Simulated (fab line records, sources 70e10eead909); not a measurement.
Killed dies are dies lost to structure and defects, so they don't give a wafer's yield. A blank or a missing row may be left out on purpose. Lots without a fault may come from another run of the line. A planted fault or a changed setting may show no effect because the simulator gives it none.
Tool commonality check | flow nand_harc | 3 lots, 9 wafers sampled

WHY IT WAS OPENED
At NHARC_END_SORT_01 the reading killed_at_array is flagged on 3 of 3 lots. Wafers without a fault read 53, standard deviation 18.
Rule: a lot is flagged when every wafer of it that has a number lies more than 4 standard deviations from that mean, or none has a number. The other lots count as sound.

lot  | measured     | on        | killed_at_array, wafer by wafer | flag
L411 | day 24 20:22 | prober-02 | 674 671 671                     | FLAGGED
L414 | day 27 01:10 | prober-01 | 673 672 673                     | FLAGGED
L420 | day 29 12:38 | prober-02 | 669 665 671                     | FLAGGED
The numbers of the flagged lots are 671 on average: +618 against the usual, or +34 standard deviations.

WHICH TOOL RAN EACH LOT
The record holds 3 process steps before the reading, out of a route of 1302 steps. In each cell: the tool, then ch and the chambers that the sampled wafers went through, then the start.
lot  | flag    | NHARC_A_CHANNEL_FILL_D1_ETCHBACK_08           | NHARC_A_CHANNEL_HOLE_D2_DEP_00 | NHARC_A_CHANNEL_HOLE_D2_ETCH_38
L411 | FLAGGED | rie_diel-04 ch 0,2,3, day 12 13:30 or earlier | acl_dep-01 ch 0, day 13 03:52  | rie_diel-08 ch 0,1,3, day 13 10:05
L414 | FLAGGED | rie_diel-06 ch 1,3, day 13 14:46 or earlier   | acl_dep-02 ch 0, day 14 05:11  | rie_diel-10 ch 0,2,3, day 14 09:35
L420 | FLAGGED | rie_diel-04 ch 0,1, day 16 03:55 or earlier   | acl_dep-02 ch 0, day 16 16:37  | rie_diel-08 ch 0,1, day 16 22:51
What these steps do:
- NHARC_A_CHANNEL_FILL_D1_ETCHBACK_08: etches the open film in C4F8, target depth 220 nm, time 110 s.
- NHARC_A_CHANNEL_HOLE_D2_DEP_00: deposits aC, target thk 3100 nm.
- NHARC_A_CHANNEL_HOLE_D2_ETCH_38: etches the open film in CF4, target depth 39 nm, time 65 s.
- NHARC_END_SORT_01

FLAGGED OVER TOTAL, TOOL BY TOOL (the gauges that took the reading come last)
step                                | tool        | lots run | flagged | share of the flagged lots | sound lots run after its first flagged lot
NHARC_A_CHANNEL_FILL_D1_ETCHBACK_08 | rie_diel-04 | 2        | 2       | some                      | 0
NHARC_A_CHANNEL_FILL_D1_ETCHBACK_08 | rie_diel-06 | 1        | 1       | some                      | 0
NHARC_A_CHANNEL_HOLE_D2_DEP_00      | acl_dep-01  | 1        | 1       | some                      | 0
NHARC_A_CHANNEL_HOLE_D2_DEP_00      | acl_dep-02  | 2        | 2       | some                      | 0
NHARC_A_CHANNEL_HOLE_D2_ETCH_38     | rie_diel-08 | 2        | 2       | some                      | 0
NHARC_A_CHANNEL_HOLE_D2_ETCH_38     | rie_diel-10 | 1        | 1       | some                      | 0
NHARC_END_SORT_01                   | prober-01   | 1        | 1       | some                      | 0
NHARC_END_SORT_01                   | prober-02   | 2        | 2       | some                      | 0
NHARC_A_CHANNEL_FILL_D1_ETCHBACK_08 gives no start for some lots, so the hours and the order of its lots are those of NHARC_A_ONON_D2_THK_MEAS_08.

WHAT THE TABLE ALLOWS
No row of the table ran every flagged lot.

WHAT THE SIMULATOR HAD PUT IN
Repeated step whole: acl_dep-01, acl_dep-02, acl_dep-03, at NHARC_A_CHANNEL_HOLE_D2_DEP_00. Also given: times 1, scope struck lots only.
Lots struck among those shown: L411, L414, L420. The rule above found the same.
